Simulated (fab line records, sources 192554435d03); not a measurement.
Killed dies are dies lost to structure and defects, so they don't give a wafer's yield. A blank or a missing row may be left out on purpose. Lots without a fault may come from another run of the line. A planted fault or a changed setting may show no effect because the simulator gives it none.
fab line records | flow n5_finfet
record lots=6 wafers=18 last_day=16
route steps=1938 shown BEOL_M2@909 BEOL_M4@1111 PASSIVATION@1936
lots that met no fault: from a run of the same line without faults
start_h: hours from the record's first day to the start of the lot's first wafer shown | wait_h: hours since the lot's step before | " the same as in the row above | L1.1+2: a row that stands for several wafers | - no value, or no start given | * or withheld: withheld | < > ~ a bound
route shown NAME@n: a module of which the file shows steps, and the number in the route of the first | usual: mean/standard deviation of fault-free wafers | same: alike in all rows | chamber/n: place in a boat | sites: the reading at each site | _std_site: their standard deviation | _edge_site: outer sites' mean less inner sites' | radius_mm: how far each site lies from the wafer's centre | mask NAME#n: copy n | behind: the tool/chamber that last shaped the wafer | hold: why the lot was held/for how many hours/how that ended | device: the transistor (n, p or np) that didn't switch | end of line: the same wafers' tests at the end of the route | a step without rows: its recipe alone | killed: dies lost to structure and defects at the first sort, not the wafer's yield | map: a wafer's dies, x killed, . not, _ none there
set.NAME: the setting as run; set.NAME@STEP: as run at that earlier step | model.NAME: the simulator's own value behind a step, which no gauge read
lots at some steps of the route; a table a step, a row a wafer
services: from which hour (start_h, from the record's first day; less than 0 if before it) a tool's chamber was out of use, for how many hours, and why
## steps
# step N5_BEOL_M2_ANNEAL_82
# recipe temp_c=400 time_s=240 ambient=vacuum
# step N5_BEOL_M2_SPUTTER_86
# recipe material=Cu target_thk_a=45 temp_c=-20 chamber_pressure_pa=0.07 power_w=withheld time_s=8.29
# step N5_BEOL_M2_ANNEAL_87
# recipe temp_c=400 time_s=240 ambient=vacuum
# usual heater_power_w=778/67
# columns lot.wafer tool chamber start_h wait_h heater_power_w
L962.2 pvd_sputter-01 - 159.76 0.0 662
L962.4 " - " " 780
L962.5 " - " " 811
L964.2 pvd_sputter-01 - 171.05 0.0 804
L964.3 " - " " 683
L964.5 " - " " 779
L968.1 pvd_sputter-03 - 203.76 0.0 718
L968.2 " - " " 832
L968.3 " - " " 724
L973.2 pvd_sputter-02 - 225.11 0.0 696
L973.3 " - " " 836
L973.5 " - " " 959
L974.1 pvd_sputter-03 - 241.21 0.0 736
L974.4 " - " " 726
L974.6 " - " " 790
L978.2 pvd_sputter-03 - 266.38 0.0 706
L978.3 " - " " 721
L978.5 " - " " 840
# step N5_BEOL_M2_SPUTTER_88
# recipe material=Cu target_thk_a=45 temp_c=-20 chamber_pressure_pa=0.07 power_w=withheld time_s=8.29
# usual throttle_valve_pct=30.1/0.78
# columns lot.wafer tool chamber start_h wait_h throttle_valve_pct
L962.2 pvd_sputter-01 - 159.90 0.1 29.0
L962.4 " - " " 31.9
L962.5 " - " " 30.7
L964.2 pvd_sputter-01 - 171.19 0.1 30.5
L964.3 " - " " 29.1
L964.5 " - " " 31.4
L968.1 pvd_sputter-03 - 203.90 0.1 30.1
L968.2 " - " " 30.5
L968.3 " - " " 29.8
L973.2 pvd_sputter-02 - 225.25 0.1 28.9
L973.3 " - " " 29.0
L973.5 " - " " 28.9
L974.1 pvd_sputter-03 - 241.35 0.1 30.0
L974.4 " - " " 30.2
L974.6 " - " " 30.4
L978.2 pvd_sputter-03 - 266.52 0.1 29.9
L978.3 " - " " 29.9
L978.5 " - " " 30.9
# step N5_BEOL_M2_ANNEAL_89
# recipe temp_c=400 time_s=240 ambient=vacuum
# usual heater_power_w=779/68
# columns lot.wafer tool chamber start_h wait_h heater_power_w
L962.2 pvd_sputter-01 - 159.98 0.0 689
L962.4 " - " " 817
L962.5 " - " " 803
L964.2 pvd_sputter-01 - 171.27 0.0 821
L964.3 " - " " 665
L964.5 " - " " 782
L968.1 pvd_sputter-03 - 203.98 0.0 710
L968.2 " - " " 843
L968.3 " - " " 726
L973.2 pvd_sputter-02 - 225.33 0.0 721
L973.3 " - " " 841
L973.5 " - " " 929
L974.1 pvd_sputter-03 - 241.43 0.0 728
L974.4 " - " " 701
L974.6 " - " " 812
L978.2 pvd_sputter-03 - 266.60 0.0 712
L978.3 " - " " 709
L978.5 " - " " 836
# step N5_BEOL_M2_SPUTTER_90
# recipe material=Cu target_thk_a=45 temp_c=-20 chamber_pressure_pa=0.07 power_w=withheld time_s=8.29
# usual throttle_valve_pct=30.1/0.79
# columns lot.wafer tool chamber start_h wait_h throttle_valve_pct
L962.2 pvd_sputter-01 - 160.12 0.1 29.2
L962.4 " - " " 31.7
L962.5 " - " " 30.4
L964.2 pvd_sputter-01 - 171.41 0.1 30.6
L964.3 " - " " 29.1
L964.5 " - " " 31.5
L968.1 pvd_sputter-03 - 204.12 0.1 30.0
L968.2 " - " " 30.5
L968.3 " - " " 29.7
L973.2 pvd_sputter-02 - 225.47 0.1 28.8
L973.3 " - " " 28.8
L973.5 " - " " 28.9
L974.1 pvd_sputter-03 - 241.57 0.1 29.9
L974.4 " - " " 30.1
L974.6 " - " " 30.3
L978.2 pvd_sputter-03 - 266.74 0.1 30.0
L978.3 " - " " 30.0
L978.5 " - " " 30.5
# step N5_BEOL_M2_ANNEAL_91
# recipe temp_c=400 time_s=240 ambient=vacuum
# step N5_BEOL_M2_SPUTTER_92
# recipe material=Cu target_thk_a=45 temp_c=-20 chamber_pressure_pa=0.07 power_w=withheld time_s=8.29
# step N5_BEOL_M2_ANNEAL_93
# recipe temp_c=400 time_s=240 ambient=vacuum
# step N5_BEOL_M2_SPUTTER_94
# recipe material=Cu target_thk_a=45 temp_c=-20 chamber_pressure_pa=0.07 power_w=withheld time_s=8.29
# step N5_BEOL_M2_ANNEAL_95
# recipe temp_c=400 time_s=240 ambient=vacuum
# step N5_BEOL_M2_SPUTTER_96
# recipe material=Cu target_thk_a=45 temp_c=-20 chamber_pressure_pa=0.07 power_w=withheld time_s=8.29
# step N5_BEOL_M2_ECD_50
# recipe material=Cu target_thk_a=3000
# columns lot.wafer tool chamber start_h wait_h model.Cu_of_BEOL_M2_ECD_50.thk_nm
L962.2 ecd_cu-02 0 160.90 0.1 298.6
L962.4 " 0 " " 294.2
L962.5 " 0 " " 295.6
L964.2 ecd_cu-02 1 172.19 0.1 306.8
L964.3 " 1 " " 297.2
L964.5 " 0 " " 300.6
L968.1 ecd_cu-01 0 204.90 0.1 303
L968.2 " 1 " " 301.2
L968.3 " 0 " " 303.8
L973.2 ecd_cu-01 1 226.25 0.1 142.4
L973.3 " 0 " " 301.4
L973.5 " 0 " " 294
L974.1 ecd_cu-01 0 242.35 0.1 300.4
L974.4 " 0 " " 304.2
L974.6 " 1 " " 147
L978.2 ecd_cu-02 1 267.52 0.1 296.6
L978.3 " 1 " " 299.6
L978.5 " 1 " " 300.6
# step N5_BEOL_M2_ANNEAL_51
# recipe temp_c=225 time_s=90 ambient=N2
# usual wafer_temp_C_max=226.29/0.26
# columns lot.wafer tool chamber start_h wait_h wafer_temp_C_max
L962.2 rtp_anneal-01 0 161.02 0.1 226.30
L962.4 " 0 " " 226.04
L962.5 " 0 " " 226.43
L964.2 rtp_anneal-02 0 172.31 0.1 225.97
L964.3 " 0 " " 226.27
L964.5 " 0 " " 226.56
L968.1 rtp_anneal-02 0 204.97 0.1 226.75
L968.2 " 0 " " 226.23
L968.3 " 0 " " 226.48
L973.2 rtp_anneal-02 0 226.37 0.1 226.09
L973.3 " 0 " " 225.70
L973.5 " 0 " " 226.24
L974.1 rtp_anneal-02 0 242.43 0.1 226.55
L974.4 " 0 " " 226.25
L974.6 " 0 " " 225.98
L978.2 rtp_anneal-01 0 268.05 0.5 226.87
L978.3 " 0 " " 226.65
L978.5 " 0 " " 226.11
# step N5_BEOL_M2_CMP_52
# recipe stop_on=SiOC t_overpolish_s=6.8 down_force_psi=1 platen_rpm=50 clearing_platen_down_force_psi=1.5 clearing_platen_rpm=50 post_cmp_clean=cu_alkaline target_thk_nm=40 clearing_platen_pad_velocity_m_s=0.99484 pad_velocity_m_s=0.99484
# usual clearing_platen_down_force_psi=1.5004/0.0027 motor_current_A=5.9/0.78 time_to_endpoint_s=64/3.1
# columns lot.wafer tool chamber start_h wait_h clearing_platen_down_force_psi motor_current_A time_to_endpoint_s
L962.4 cmp-02 2 161.27 0.1 1.5012 7.8 65
L962.2 " 3 " " 1.5018 6.4 64
L962.5 " 3 " " 1.4997 6.5 64
L964.3 cmp-01 3 172.57 0.2 1.4964 6.0 61
L964.2 " 0 " " 1.4948 6.4 63
L964.5 " 3 " " 1.5001 5.8 62
L968.3 cmp-02 0 205.27 0.2 1.4997 4.7 63
L968.2 " 1 " " 1.5037 5.3 61
L968.1 " 2 " " 1.5027 7.5 65
L973.2 cmp-03 1 226.64 0.2 1.4907 6.2 31
L973.3 " 2 " " 1.4956 5.6 67
L973.5 " 1 " " 1.4985 6.1 67
L974.1 cmp-03 2 242.80 0.3 1.4995 5.9 68
L974.4 " 3 " " 1.5008 6.8 69
L974.6 " 0 " " 1.4998 6.3 40
L978.2 cmp-02 2 268.30 0.2 1.5020 7.4 62
L978.3 " 1 " " 1.4975 5.0 63
L978.5 " 2 " " 1.4979 7.7 62
# step N5_BEOL_M2_THK_MEAS_53
# recipe thk_meas_gauge=xrf reads=Cu_of_BEOL_M2_ECD_50
# usual M2_THK=39.5/1.3
# columns lot.wafer tool chamber start_h wait_h M2_THK[nm]
L962.2 film_metro-01 - 161.57 - 39.1
L962.4 " - " " 39.9
L962.5 " - " " 39.8
L964.2 film_metro-02 - 172.86 - 40.2
L964.3 " - " " 38.8
L964.5 " - " " 40.4
L968.1 film_metro-01 - 205.57 - 38.6
L968.2 " - " " 39.7
L968.3 " - " " 38.8
L973.2 film_metro-02 - 226.93 - 40.8
L973.3 " - " " 38.7
L973.5 " - " " 40.8
L974.1 film_metro-02 - 243.02 - 39.8
L974.4 " - " " 40.2
L974.6 " - " " 42.1
L978.2 film_metro-01 - 268.60 - 38.6
L978.3 " - " " 36.7
L978.5 " - " " 40.5
# step N5_BEOL_M4_RC_MEAS_101
# usual DIBL_N=35.9/1.4 DIBL_P=35.9/1.7 IOFF_N=0.155/0.023 IOFF_P=0.201/0.029 ION_N=672/8.8 ION_P=460/7 SS_N=71.6/0.48 SS_P=73.1/0.64 VT_N=250.0/3 VT_P=-251.6/3
# columns lot.wafer tool chamber start_h wait_h DIBL_N[mV/V] DIBL_P[mV/V] IOFF_N[nA/um] IOFF_P[nA/um] ION_N[uA/um] ION_P[uA/um] SS_N[mV/dec] SS_P[mV/dec] VT_N[mV] VT_P[mV]
L964.2 prober-01 0 192.04 0.2 36.7 38.5 0.181 0.222 680 459 72.2 73.5 249.0 -252.3
L964.3 " 0 " " 36.0 37.7 0.166 0.207 674 463 71.6 73.1 250.0 -253.5
L964.5 " 0 " " 36.0 37.6 0.165 0.207 676 461 71.5 74.0 248.4 -251.6
L962.2 prober-02 0 194.47 0.2 37.3 36.8 0.160 0.201 665 460 71.9 73.2 251.1 -252.7
L962.4 " 0 " " 35.7 34.2 0.129 0.169 670 452 70.9 72.5 255.2 -253.7
L962.5 " 0 " " 34.6 33.3 0.116 0.159 660 453 71.2 72.6 257.5 -254.8
L968.1 prober-02 0 233.99 0.0 33.5 31.5 0.124 0.159 658 452 71.5 71.5 253.0 -254.3
L968.2 " 0 " " 34.7 33.8 0.136 0.188 671 452 71.3 72.6 249.6 -253.2
L968.3 " 0 " " 32.9 31.2 0.108 0.149 666 457 70.2 71.6 252.9 -253.7
L973.2 prober-01 0 252.21 0.2 36.8 36.7 0.185 0.249 686 468 71.7 73.3 244.7 -246.1
L973.3 " 0 " " 36.7 36.6 0.178 0.247 675 466 71.5 73.5 247.9 -248.8
L973.5 " 0 " " 36.7 36.6 0.183 0.241 679 472 72.0 72.8 245.7 -248.7
L974.1 prober-02 0 274.33 0.0 36.0 36.6 0.150 0.225 664 461 71.5 73.4 249.7 -246.4
L974.4 " 0 " " 35.9 36.3 0.149 0.228 679 474 70.9 73.1 250.8 -247.4
L974.6 " 0 " " 36.1 37.4 0.154 0.236 666 459 71.6 73.0 252.0 -248.6
L978.2 prober-01 0 287.10 0.2 34.0 34.7 0.131 0.174 676 460 71.5 72.6 251.9 -253.8
L978.3 " 0 " " 35.0 36.3 0.146 0.193 669 458 71.9 73.5 250.7 -253.0
L978.5 " 0 " " 34.5 34.6 0.133 0.170 661 452 71.6 72.5 252.8 -253.6
# step N5_PASSIVATION_PROBE_49
# usual defect_limited_yield=91.7/1.5 killed_at_M0_to_M3=30/8.6 killed_at_M4_up=12/4.5 killed_at_contacts=13/5.8 killed_at_front_end=38/11 killed_at_other=4/3 killed_dies=97/17 killed_open=63/12 killed_short=32/8.8 sort_bin_5_function=4.8/0.91 sort_bin_6_memory=3.1/0.68 sort_n_pass=1083/17 sort_yield_pct=91.7/1.5
# same gross_dies=1180 killed_at_back_side=0 sort_bin_4_leakage[%]=0 sort_bin_8_speed[%]=0
# columns lot.wafer tool chamber start_h wait_h defect_limited_yield[%] killed_at_M0_to_M3 killed_at_M4_up killed_at_contacts killed_at_front_end killed_at_other killed_dies killed_open killed_short sort_bin_5_function[%] sort_bin_6_memory[%] sort_n_pass sort_yield_pct[%]
L964.2 prober-01 - 298.30 0.1 91.7 29 11 14 37 7 98 63 32 4.8 3.1 1082 91.7
L964.3 prober-01 - 298.35 0.1 88.8 46 18 17 42 9 132 85 47 5.8 4.5 1048 88.8
L964.5 prober-01 - 298.45 0.2 91.9 26 3 10 51 6 96 54 41 4.6 3.4 1084 91.9
L962.2 prober-02 - 302.21 0.1 93.3 23 8 11 33 4 79 51 26 4.4 2.2 1101 93.3
L962.4 prober-02 - 302.31 0.2 89.7 24 13 5 69 10 121 66 49 6.1 3.3 1059 89.7
L962.5 prober-02 - 302.36 0.2 91.4 24 11 10 51 5 101 68 29 5.0 3.0 1079 91.4
L968.1 prober-01 - 336.29 0.0 90.3 41 16 20 36 2 115 83 32 5.3 4.4 1065 90.3
L968.2 prober-01 - 336.34 0.1 93.6 25 12 14 21 3 75 47 25 3.4 2.9 1105 93.6
L968.3 prober-01 - 336.39 0.1 91.3 34 17 16 34 2 103 69 33 5.0 3.5 1077 91.3
L973.2 prober-01 - 357.54 0.1 92.5 38 13 14 22 2 89 68 20 4.9 2.5 1091 92.5
L973.3 prober-01 - 357.59 0.1 90.9 34 16 25 27 5 107 75 32 5.2 3.4 1073 90.9
L973.5 prober-01 - 357.69 0.2 92.7 30 20 13 22 1 86 62 24 3.6 3.5 1094 92.7
L974.1 prober-01 - 378.00 0.0 91.5 43 10 8 30 9 100 70 28 5.3 3.1 1080 91.5
L974.4 prober-01 - 378.15 0.2 93.4 22 15 16 17 8 78 57 20 3.7 2.5 1102 93.4
L974.6 prober-01 - 378.25 0.3 91.7 30 11 17 35 5 98 72 26 5.4 2.9 1082 91.7
L978.2 prober-02 - 391.06 0.1 90.2 25 11 10 57 13 116 64 50 5.3 4.1 1064 90.2
L978.3 prober-02 - 391.11 0.1 92.6 34 11 4 31 7 87 61 22 4.4 2.9 1093 92.6
L978.5 prober-02 - 391.21 0.2 92.2 22 9 2 54 5 92 64 25 4.8 2.5 1088 92.2
# killed by level:class
L964.2 MOL_CONTACT_COAG:geometric_particle:open=10 BEOL_M0_SAQP:geometric_particle:short=8 FIN_SAQP:geometric_particle:open=6 FIN_SAQP:geometric_particle:short=6 DUMMY_GATE:geometric_particle:open=6 BEOL_M0_SAQP:geometric_particle:open=6 BEOL_M0:geometric_particle:open=6 BEOL_M2:geometric_particle:open=5
L964.3 MOL_CONTACT_COAG:geometric_particle:open=13 FIN_SAQP:geometric_particle:short=12 BEOL_M0_SAQP:geometric_particle:open=11 FIN_SAQP:geometric_particle:open=10 BEOL_M1:geometric_particle:open=9 STI_FIN_REVEAL:geometric_particle:open=7 BEOL_M0_SAQP:geometric_particle:short=7 BEOL_M4:geometric_particle:open=6
L964.5 FIN_SAQP:geometric_particle:short=17 BEOL_M0_SAQP:geometric_particle:open=8 MOL_CONTACT_COAG:geometric_particle:open=8 FIN_SAQP:geometric_particle:open=7 STI_FIN_REVEAL:geometric_particle:open=6 GATE_CUT:geometric_particle:short=6 BEOL_M3:geometric_particle:open=4 STARTING-WAFER:geometric_particle:short=4
L962.2 MOL_CONTACT_COAG:geometric_particle:open=11 BEOL_M0_SAQP:geometric_particle:short=10 STI_FIN_REVEAL:geometric_particle:open=7 BEOL_M0_SAQP:geometric_particle:open=5 FIN_SAQP:geometric_particle:short=4 STI_FIN_REVEAL:geometric_particle:short=4 BEOL_M2:geometric_particle:open=4 BEOL_M4:geometric_particle:open=4
L962.4 FIN_SAQP:geometric_particle:short=16 FIN_SAQP:geometric_particle:open=14 DUMMY_GATE:geometric_particle:open=7 BEOL_M0_SAQP:geometric_particle:short=7 MIM_TOP:geometric_particle:short=7 BEOL_M0_SAQP:geometric_particle:open=6 STI_FIN_REVEAL:geometric_particle:open=5 GATE_CUT:geometric_particle:short=5
L962.5 STI_FIN_REVEAL:geometric_particle:open=12 BEOL_M2:geometric_particle:open=10 FIN_SAQP:geometric_particle:open=9 MOL_CONTACT_COAG:geometric_particle:open=8 FIN_SAQP:geometric_particle:short=7 DUMMY_GATE:geometric_particle:open=4 ILD0:geometric_particle:open=4 BEOL_M0_SAQP:geometric_particle:short=4
L968.1 MOL_CONTACT_COAG:geometric_particle:open=17 BEOL_M3:geometric_particle:open=10 BEOL_M4:geometric_particle:open=10 STI_FIN_REVEAL:geometric_particle:open=8 BEOL_M2:geometric_particle:open=8 BEOL_M3:geometric_particle:short=7 BEOL_M1:geometric_particle:open=6 BEOL_M0_SAQP:geometric_particle:open=5
L968.2 BEOL_M4:geometric_particle:open=9 BEOL_M3:geometric_particle:open=8 MOL_CONTACT_COAG:geometric_particle:open=7 MOL_CONTACT_COAG:geometric_particle:short=7 BEOL_M2:geometric_particle:open=5 STI_FIN_REVEAL:geometric_particle:open=4 FIN_SAQP:geometric_particle:short=3 STI_FIN_REVEAL:geometric_particle:short=3
L968.3 BEOL_M3:geometric_particle:open=12 MOL_CONTACT_COAG:geometric_particle:open=12 BEOL_M2:geometric_particle:short=8 BEOL_M2:geometric_particle:open=6 BEOL_M5:geometric_particle:open=6 FIN_SAQP:geometric_particle:open=5 DUMMY_GATE:geometric_particle:open=5 BEOL_M4:geometric_particle:open=5
L973.2 MOL_CONTACT_COAG:geometric_particle:open=12 BEOL_M0_SAQP:geometric_particle:open=11 STI_FIN_REVEAL:geometric_particle:open=8 BEOL_M2:geometric_particle:open=8 BEOL_M3:geometric_particle:open=7 FIN_SAQP:geometric_particle:open=5 BEOL_M0_SAQP:geometric_particle:short=5 STARTING-WAFER:geometric_particle:open=4
L973.3 MOL_CONTACT_COAG:geometric_particle:open=18 BEOL_M3:geometric_particle:open=9 STI_FIN_REVEAL:geometric_particle:open=7 MOL_CONTACT_COAG:geometric_particle:short=7 BEOL_M5:geometric_particle:open=7 BEOL_M0_SAQP:geometric_particle:short=6 BEOL_M1:geometric_particle:open=6 FIN_SAQP:geometric_particle:open=4
L973.5 MOL_CONTACT_COAG:geometric_particle:open=11 BEOL_M2:geometric_particle:open=10 FIN_SAQP:geometric_particle:open=9 BEOL_M0_SAQP:geometric_particle:short=8 BEOL_M1:geometric_particle:open=6 BEOL_M5:geometric_particle:open=5 BEOL_M4:geometric_particle:short=5 STI_FIN_REVEAL:geometric_particle:open=4
L974.1 BEOL_M1:geometric_particle:open=11 STI_FIN_REVEAL:geometric_particle:open=10 DUMMY_GATE:geometric_particle:open=6 BEOL_M0_SAQP:geometric_particle:open=6 BEOL_M0:geometric_particle:open=6 MOL_CONTACT_COAG:geometric_particle:open=5 BEOL_M0_SAQP:geometric_particle:short=5 STARTING-WAFER:geometric_particle:open=5
L974.4 MOL_CONTACT_COAG:geometric_particle:open=15 BEOL_M4:geometric_particle:open=8 FIN_SAQP:geometric_particle:open=4 DUMMY_GATE:geometric_particle:open=4 BEOL_M0_SAQP:geometric_particle:short=4 BEOL_M3:geometric_particle:open=4 BEOL_M0_SAQP:geometric_particle:open=3 MIM_TOP_ETCH:geometric_particle:open=3
L974.6 MOL_CONTACT_COAG:geometric_particle:open=14 BEOL_M1:geometric_particle:open=11 DUMMY_GATE:geometric_particle:open=10 BEOL_M3:geometric_particle:short=7 FIN_SAQP:geometric_particle:short=5 FIN_SAQP:geometric_particle:open=5 BEOL_M3:geometric_particle:open=5 STI_FIN_REVEAL:geometric_particle:open=4
L978.2 STI_FIN_REVEAL:geometric_particle:open=13 FIN_SAQP:geometric_particle:short=11 FIN_SAQP:geometric_particle:open=10 MOL_CONTACT_COAG:geometric_particle:open=9 STI_FIN_REVEAL:geometric_particle:short=7 BEOL_M0_SAQP:geometric_particle:short=7 BEOL_M3:geometric_particle:open=5 BEOL_M0_SAQP:geometric_particle:open=5
L978.3 FIN_SAQP:geometric_particle:open=9 BEOL_M0_SAQP:geometric_particle:short=7 BEOL_M2:geometric_particle:open=7 STI_FIN_REVEAL:geometric_particle:open=6 BEOL_M0_SAQP:geometric_particle:open=6 BEOL_M0:geometric_particle:short=5 GATE_CUT:geometric_particle:open=4 MOL_CONTACT_COAG:geometric_particle:open=4
L978.5 STI_FIN_REVEAL:geometric_particle:open=14 FIN_SAQP:geometric_particle:open=11 BEOL_M0:geometric_particle:open=8 GATE_CUT:geometric_particle:short=6 BEOL_M3:geometric_particle:open=6 FIN_SAQP:geometric_particle:short=4 GATE_CUT:geometric_particle:open=4 BEOL_M0_SAQP:geometric_particle:short=4
## services
# columns tool chamber start_h hours kind
cmp-03 - 158.87 4.2 repair
cmp-02 - 163.61 2.4 repair
cmp-02 - 184.71 0.3 repair
ecd_cu-01 - 185.14 0.2 repair
cmp-03 - 196.07 4.0 pm
cmp-02 - 214.46 3.9 repair
cmp-02 - 229.11 3.4 repair
cmp-02 - 233.99 3.5 repair
cmp-01 - 236.01 1.9 repair
rtp_anneal-01 - 240.37 4.2 pm
cmp-02 - 245.13 5.6 repair
cmp-01 - 246.46 1.2 repair
cmp-01 - 250.04 15.5 pm
cmp-03 - 252.05 1.9 repair
cmp-02 - 262.98 0.3 repair
## key
first_sign step=N5_BEOL_M2_CMP_52 reading=time_to_endpoint_s direction=down sigmas=9.2 usual=* struck=*
effect none on later readings
model_effect step=N5_BEOL_M2_ECD_50 value=Cu_of_BEOL_M2_ECD_50.thk_nm without=303.6 struck=144.7
met_at N5_BEOL_M2_ECD_50
struck_wafers L973.2,L974.6
onset_between 204.90 226.25
fault kind=process_parameter_drift tool=ecd_cu-01 chamber=1 onset_h=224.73 steps=N5_BEOL_M2_ECD_50 channel=target_thk_a offset=* shape=step end_h=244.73 acts_in=* stated=*
